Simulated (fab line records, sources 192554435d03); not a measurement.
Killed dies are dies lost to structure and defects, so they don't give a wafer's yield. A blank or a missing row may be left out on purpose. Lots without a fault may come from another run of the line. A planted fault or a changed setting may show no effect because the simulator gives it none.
One fault seen from 2 desks | flow n5_finfet | each desk has only its own numbers; what lay behind them comes last

THE METROLOGY DESK
What the gauges read, lot by lot, whatever tool the lot ran on: means of the sampled wafers that have a number. A lot is out of limits, marked OUT, if its mean lies more than 4 standard deviations from the usual mean; the brackets give that distance.
Columns: A = TV_OVL at N5_PASSIVATION_OVL_MEAS_60, usual -1 nm
lot  | first seen here | A
L363 | day 12 17:19    | -7
L368 | day 13 04:07    | 4
L367 | day 13 08:47    | -5
L369 | day 14 02:01    | 7
L370 | day 14 05:05    | -4
L371 | day 14 16:40    | -5
L372 | day 14 21:01    | -1
L374 | day 15 03:09    | -1
L373 | day 15 11:41    | 1
L380 | day 16 21:53    | -4
L381 | day 17 03:26    | -4
L383 | day 17 08:52    | 3
L382 | day 17 16:40    | 1
L384 | day 18 03:49    | -5
This desk's finding: nothing out of limits on any of the 14 lots.

THE TOOL OWNER'S DESK: pvd_sputter-02
The tool's own readings at N5_BEOL_M12_SPUTTER_43 (material TaN, target thk 15 nm, time 24.19 s): means of the sampled wafers that have a number, for each lot that ran on this tool. A lot is out of limits, marked OUT, if its mean lies more than 4 standard deviations from the usual mean; the brackets give that distance.
Columns: A = throttle_valve_pct at N5_BEOL_M12_SPUTTER_43, usual 29.6 %
lot  | first seen here | A
L363 | day 11 16:49    | 29.0
L368 | day 12 03:18    | 29.4
L370 | day 13 00:44    | 29.4
L372 | day 13 16:09    | 29.3
L374 | day 13 21:59    | 29.7
L373 | day 14 07:50    | 29.5
L380 | day 15 17:23    | 28.8
This desk's finding: nothing out of limits on any of the 7 lots.

PUT TOGETHER
The metrology desk saw nothing out of limits.
The tool owner's desk saw nothing out of limits.

WHAT THE SIMULATOR HAD PUT IN
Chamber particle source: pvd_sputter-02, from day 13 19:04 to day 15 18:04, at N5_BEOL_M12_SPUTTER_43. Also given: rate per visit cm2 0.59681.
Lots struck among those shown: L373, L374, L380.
